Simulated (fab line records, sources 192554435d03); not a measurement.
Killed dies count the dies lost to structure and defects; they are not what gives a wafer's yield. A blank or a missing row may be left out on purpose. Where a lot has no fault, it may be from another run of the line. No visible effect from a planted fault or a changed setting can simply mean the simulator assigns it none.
Which tool was responsible? ; flow n5_finfet ; 27 wafers from 9 lots sampled at 3 of the route's 1938 steps

## WHAT THE GAUGES SHOWED, per wafer
N5_FIN_SAQP_OCD_MEAS_76.
lot;measured;on;trench_depth_nm (nm)
L409;day 2 09:18;ocd-02;120.3 116.6 119.5
L415;day 3 21:10;ocd-01;121.0 124.2 121.5
L417;day 4 09:52;ocd-01;120.4 118.8 122.0
L418;day 4 14:17;ocd-01;119.5 121.5 119.4
L422;day 5 18:59;ocd-01;131.7 130.2 128.8
L424;day 6 03:07;ocd-01;127.0 131.5 130.1
L429;day 7 10:53;ocd-02;121.1 122.4 121.3
L430;day 7 15:12;ocd-01;120.5 117.7 118.4
L431;day 8 00:25;ocd-02;121.5 118.9 117.9

## EACH LOT AND THE TOOL THAT RAN IT (in order: tool; ch and the chambers of the sampled wafers; start)
lot;N5_FIN_SAQP_SPACER2_ALD_28;N5_FIN_SAQP_FIN_ETCH_36
L409;ald_sin-03 ch 0,2,3, day 2 08:05;rie_si-06 ch 1,2,3, day 2 09:05
L415;ald_sin-04 ch 0,2,3, day 3 19:53;rie_si-06 ch 0,3, day 3 20:54
L417;ald_sin-04 ch 0,2, day 4 08:38;rie_si-06 ch 0,1,3, day 4 09:38
L418;ald_sin-01 ch 0,1,2, day 4 13:09;rie_si-01 ch 1,3, day 4 14:04
L422;ald_sin-03 ch 0,1,2, day 5 17:52;rie_si-06 ch 1,2,3, day 5 18:43
L424;ald_sin-04 ch 0,1,2, day 6 01:39;rie_si-06 ch 0,2,3, day 6 02:51
L429;ald_sin-01 ch 2,3, day 7 09:43;rie_si-05 ch 1,3, day 7 10:40
L430;ald_sin-01 ch 1,2, day 7 13:55;rie_si-01 ch 0,2,3, day 7 14:58
L431;ald_sin-01 ch 0,2, day 7 23:17;rie_si-01 ch 1,2, day 8 00:11
- N5_FIN_SAQP_SPACER2_ALD_28: deposits SiO2, target thk 8.1 nm, pulse time 1 s, purge time 2 s.
- N5_FIN_SAQP_FIN_ETCH_36: etches the open film in HBr/Cl2/O2, target depth 120 nm, time 50.4 s.

## THE ANSWER, worked out from the rows above alone
Rule: what is usual is taken from the lots themselves. Put in order of their means at a reading, lots are off if they are a third of the lots or fewer, leave a main group of 4 or more, and stand apart from it by a gap of 3 or more times the standard deviation of the main group's means; of several such gaps the widest counts. The tables above print the reading to a certain number of digits; a main group whose means all agree to those digits is not used. A lot without any number at a reading at which 4 lots or more have one is off too. Any other lot the step has rows for is counted as sound.
Off: L422, L424 (N5_FIN_SAQP_OCD_MEAS_76, trench_depth_nm). The main group: mean 120.2 nm, standard deviation 1.2.
A tool fits if, at a process step before that reading, it ran every lot that is off, and no sound lot after the first of them. Gauges at N5_FIN_SAQP_OCD_MEAS_76: tried the same way as those tools. One fits: N5_FIN_SAQP_FIN_ETCH_36 on rie_si-06. A fault onset in the window from L417 (day 4 09:38, its last sound lot) to L422 (day 5 18:43, its first lot off) fits.

## WHAT THE SIMULATOR HAD INSERTED
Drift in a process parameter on rie_si-06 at N5_FIN_SAQP_FIN_ETCH_36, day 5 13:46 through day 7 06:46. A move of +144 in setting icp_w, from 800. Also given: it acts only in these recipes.
Struck lots among those shown: L422, L424. Same finding as the rule above.
